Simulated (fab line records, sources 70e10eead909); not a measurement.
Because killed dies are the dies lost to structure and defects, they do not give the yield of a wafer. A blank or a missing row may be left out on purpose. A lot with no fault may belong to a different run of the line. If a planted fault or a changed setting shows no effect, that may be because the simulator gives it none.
Which tool was responsible? | flow nand_harc | Sampling: 12 lots, 36 wafers, 6 of 1159 route steps

WHAT THE GAUGES SHOWED, per wafer
NHARC_P_ZERO_WELL_CD_MEAS_37: the cd target is 720 nm. Usual: 719.1 nm for cd_nm, sd 2.1.
lot  | measured    | on        | cd_nm (nm)        | flag
L139 | day 1 16:08 | cd_sem-03 | 717.0 716.8 716.8 |
L142 | day 2 09:58 | cd_sem-03 | 718.4 718.4 719.5 |
L143 | day 2 15:58 | cd_sem-02 | 718.7 717.6 720.6 |
L144 | day 2 22:15 | cd_sem-02 | 720.3 718.0 720.6 |
L145 | day 3 04:06 | cd_sem-01 | 721.2 720.8 717.8 |
L146 | day 3 09:57 | cd_sem-03 | 717.9 719.6 719.1 |
L147 | day 3 16:00 | cd_sem-01 | 714.9 718.9 717.0 |
L148 | day 3 22:25 | cd_sem-02 | 722.7 717.9 721.7 |
L151 | day 4 16:17 | cd_sem-02 | 719.2 718.6 722.2 |
L155 | day 5 16:08 | cd_sem-02 | 715.9 718.2 718.8 |
L158 | day 6 10:05 | cd_sem-02 | 717.1 720.6 718.5 |
L162 | day 7 10:22 | cd_sem-03 | 721.0 719.6 717.9 |

NHARC_P_GATE_CD_MEAS_59: the cd target is 720 nm. Usual: 718.5 nm for cd_nm, sd 2.6.
lot  | measured     | on        | cd_nm (nm)        | flag
L139 | day 5 03:19  | cd_sem-02 | 718.3 716.4 719.1 |
L142 | day 5 22:27  | cd_sem-01 | 720.8 717.7 722.2 |
L143 | day 6 04:46  | cd_sem-03 | 717.9 719.8 714.8 |
L144 | day 6 14:00  | cd_sem-01 | 716.3 717.7 717.1 |
L145 | day 6 21:46  | cd_sem-03 | 721.5 720.7 719.7 |
L146 | day 7 05:16  | cd_sem-01 | 722.8 714.2 721.1 |
L147 | day 7 04:40  | cd_sem-01 | 714.8 715.7 715.8 |
L148 | day 7 08:14  | cd_sem-03 | 718.5 716.7 716.5 |
L151 | day 8 11:19  | cd_sem-03 | - - -             | OFF
L155 | day 9 00:35  | cd_sem-03 | 720.0 720.7 718.9 |
L158 | day 9 23:04  | cd_sem-02 | 718.1 718.0 718.2 |
L162 | day 10 21:22 | cd_sem-03 | 716.1 715.6 718.9 |

NHARC_END_SORT_01. Usual: killed_at_array 27, standard deviation 11; killed_at_other 0.7, standard deviation 1.1; killed_at_periphery 3.6, standard deviation 2.4; killed_dies 32, standard deviation 11; killed_open 3.3, standard deviation 1.8; killed_short 2.1, standard deviation 1.5.
lot  | measured     | on        | killed_at_array | killed_at_other | killed_at_periphery | killed_dies | killed_open | killed_short | flag
L151 | day 22 05:56 | prober-01 | 40 27 34        | 0 0 0           | 637 650 643         | 677 677 677 | 7 4 5       | 3 0 0        | OFF

TOOL THAT RAN EACH LOT (tool first, then ch and the chambers of the sampled wafers, then the start)
lot  | NHARC_P_STI_ETCH_31                           | NHARC_P_GATE_EXPOSE_56            | NHARC_P_GATE_DESCUM_93
L139 | rie_diel-10 ch 1,3, day 5 03:10 or earlier    | krf_scanner-02 ch 0, day 5 03:10  | rie_diel-03 ch 1,2,3, day 5 05:34
L142 | rie_diel-10 ch 0,2,3, day 5 22:18 or earlier  | krf_scanner-03 ch 0, day 5 22:18  | rie_diel-08 ch 2,3, day 6 00:20
L143 | rie_diel-09 ch 0,1,3, day 6 04:37 or earlier  | krf_scanner-02 ch 0, day 6 04:37  | rie_diel-03 ch 0,1,2, day 6 06:39
L144 | rie_diel-10 ch 1,2,3, day 6 13:50 or earlier  | krf_scanner-04 ch 0, day 6 13:50  | rie_diel-13 ch 0,1,3, day 6 15:52
L145 | rie_diel-02 ch 0,1,2, day 6 21:36 or earlier  | krf_scanner-02 ch 0, day 6 21:36  | rie_diel-08 ch 0,2,3, day 6 23:32
L146 | rie_diel-02 ch 0,1,3, day 7 05:07 or earlier  | krf_scanner-02 ch 0, day 7 05:07  | rie_diel-03 ch 2, day 7 07:10
L147 | rie_diel-02 ch 2,3, day 7 04:31 or earlier    | krf_scanner-03 ch 0, day 7 04:31  | rie_diel-03 ch 1,2, day 7 06:37
L148 | rie_diel-09 ch 1,2,3, day 7 08:05 or earlier  | krf_scanner-04 ch 0, day 7 08:05  | rie_diel-13 ch 2,3, day 7 10:01
L151 | rie_diel-10 ch 1,2, day 8 11:10 or earlier    | krf_scanner-03 ch 0, day 8 11:10  | rie_diel-08 ch 1,2,3, day 8 13:15
L155 | rie_diel-10 ch 0,1, day 9 00:25 or earlier    | krf_scanner-04 ch 0, day 9 00:25  | rie_diel-03 ch 0,1, day 9 02:27
L158 | rie_diel-09 ch 0,1,3, day 9 22:55 or earlier  | krf_scanner-03 ch 0, day 9 22:55  | rie_diel-13 ch 0,2, day 10 01:17
L162 | rie_diel-10 ch 1,2,3, day 10 21:13 or earlier | krf_scanner-02 ch 0, day 10 21:13 | rie_diel-13 ch 0,1, day 10 23:16
- NHARC_P_STI_ETCH_31: etches the open film in CF4/CHF3, target depth 108.9 nm, time 54.5 s.
- NHARC_P_GATE_EXPOSE_56: exposes mask P PSD, target cd 720 nm.
- NHARC_P_GATE_DESCUM_93: chemistry O2, time 3 s.

WHAT THE TOOLS THEMSELVES READ (means of the sampled wafers that have a number; where no wafer has one, the mark that the record gives instead)
NHARC_P_STI_ETCH_31. Usual: bias_w is 200.0 W with standard deviation 0.57, drypump_motor_current_A is 5.6 A with standard deviation 0.47, mfc_ar_sccm is 0.013 sccm with standard deviation 0.013, oes_product_au is 0.961 a.u. with standard deviation 0.021, rf_vpp_V is 370.8 V with standard deviation 2.4, showerhead_plenum_p_Torr is 1.58 Torr with standard deviation 0.069, and throttle_valve_pct is 16.802 % with standard deviation 0.009.
lot  | tool        | bias_w (W) | drypump_motor_current_A (A) | mfc_ar_sccm (sccm) | oes_product_au (a.u.) | rf_vpp_V (V) | showerhead_plenum_p_Torr (Torr) | throttle_valve_pct (%) | flag
L139 | rie_diel-10 | 200.2      | 5.7                         | 0.010              | 0.979                 | 372.6        | 1.64                            | 16.790                 |
L142 | rie_diel-10 | 199.7      | 5.2                         | 0.018              | 0.971                 | 370.6        | 1.57                            | 16.800                 |
L143 | rie_diel-09 | 199.4      | 5.7                         | 0.022              | 0.958                 | 370.9        | 1.58                            | 16.814                 |
L144 | rie_diel-10 | 199.9      | 5.4                         | 0.010              | 0.976                 | 372.1        | 1.61                            | 16.809                 |
L145 | rie_diel-02 | 199.9      | 5.3                         | 0.000              | 0.966                 | 371.3        | 1.58                            | 16.802                 |
L146 | rie_diel-02 | 200.2      | 5.8                         | 0.000              | 0.913                 | 372.3        | 1.61                            | 16.802                 |
L147 | rie_diel-02 | 200.1      | 5.8                         | 0.000              | 0.934                 | 371.0        | 1.58                            | 16.810                 |
L148 | rie_diel-09 | 200.0      | 6.0                         | 0.026              | 0.973                 | 372.1        | 1.60                            | 16.796                 |
L151 | rie_diel-10 | 200.2      | 5.2                         | 0.000              | 0.963                 | 369.0        | 1.55                            | 16.796                 |
L155 | rie_diel-10 | 199.6      | 5.6                         | 0.008              | 0.953                 | 370.9        | 1.57                            | 16.802                 |
L158 | rie_diel-09 | 199.9      | 5.7                         | 0.022              | 0.972                 | 371.8        | 1.58                            | 16.817                 |
L162 | rie_diel-10 | 199.9      | 5.4                         | 0.010              | 0.981                 | 371.9        | 1.61                            | 16.800                 |

NHARC_P_GATE_DESCUM_93. Usual: drypump_motor_current_A 5.7 A, standard deviation 0.44; mfc_ar_sccm 0.005 sccm, standard deviation 0.0068; oes_product_au 1.002 a.u., standard deviation 0.013; rf_vpp_V 57.6 V, standard deviation 0.85; showerhead_plenum_p_Torr 1.90 Torr, standard deviation 0.095; throttle_valve_pct 11.310 %, standard deviation 0.0091.
lot  | tool        | drypump_motor_current_A (A) | mfc_ar_sccm (sccm) | oes_product_au (a.u.) | rf_vpp_V (V) | showerhead_plenum_p_Torr (Torr) | throttle_valve_pct (%) | flag
L139 | rie_diel-03 | 5.9                         | 0.011              | 1.003                 | 57.5         | 1.94                            | 11.309                 |
L142 | rie_diel-08 | 5.1                         | 0.000              | 0.986                 | 57.1         | 1.82                            | 11.309                 |
L143 | rie_diel-03 | 5.7                         | 0.006              | 1.001                 | 58.0         | 1.96                            | 11.316                 |
L144 | rie_diel-13 | 6.1                         | 0.004              | 0.994                 | 57.4         | 1.93                            | 11.309                 |
L145 | rie_diel-08 | 5.2                         | 0.000              | 1.002                 | 57.5         | 1.82                            | 11.313                 |
L146 | rie_diel-03 | 5.8                         | 0.018              | 1.019                 | 58.0         | 1.94                            | 11.308                 |
L147 | rie_diel-03 | 5.5                         | 0.006              | 1.008                 | 58.5         | 2.02                            | 11.314                 |
L148 | rie_diel-13 | 5.8                         | 0.003              | 0.990                 | 57.3         | 2.01                            | 11.312                 |
L151 | rie_diel-08 | 5.5                         | 0.002              | 1.001                 | 57.7         | 1.81                            | 11.307                 |
L155 | rie_diel-03 | 5.5                         | 0.000              | 1.005                 | 58.3         | 1.99                            | 11.303                 |
L158 | rie_diel-13 | 5.4                         | 0.000              | 0.998                 | 57.1         | 1.87                            | 11.308                 |
L162 | rie_diel-13 | 6.1                         | 0.002              | 1.007                 | 57.4         | 1.84                            | 11.305                 |

THE ANSWER, worked out from the rows above alone
Rule: a lot is off if the mean of its wafers that have a number lies more than 3 standard deviations from the usual mean. A lot without any number at a reading at which 4 lots or more have one is off too. Where the step has rows for the other lots, those lots are counted as sound. First the gauges in route order, then the tools' own readings, where a lot's mean is used as printed above. At the first step where some lot is off, the reading lying furthest off is the one used; lots without a number count as furthest.
Off, at NHARC_P_GATE_CD_MEAS_59 on cd_nm: L151. Without a number there: L151.
A tool fits if, at a process step before that reading, it ran every lot that is off, and no sound lot after the first of them. Not tried: the gauges at NHARC_P_GATE_CD_MEAS_59; whatever is off there is also off at NHARC_END_SORT_01, on other tools, and gauge error can't account for it. NHARC_P_STI_ETCH_31 gives no start for some lots, so the hours and the order of its lots are those of NHARC_P_GATE_EXPOSE_56. Of those tried, none fits.

WHAT WAS PUT IN BY THE SIMULATOR
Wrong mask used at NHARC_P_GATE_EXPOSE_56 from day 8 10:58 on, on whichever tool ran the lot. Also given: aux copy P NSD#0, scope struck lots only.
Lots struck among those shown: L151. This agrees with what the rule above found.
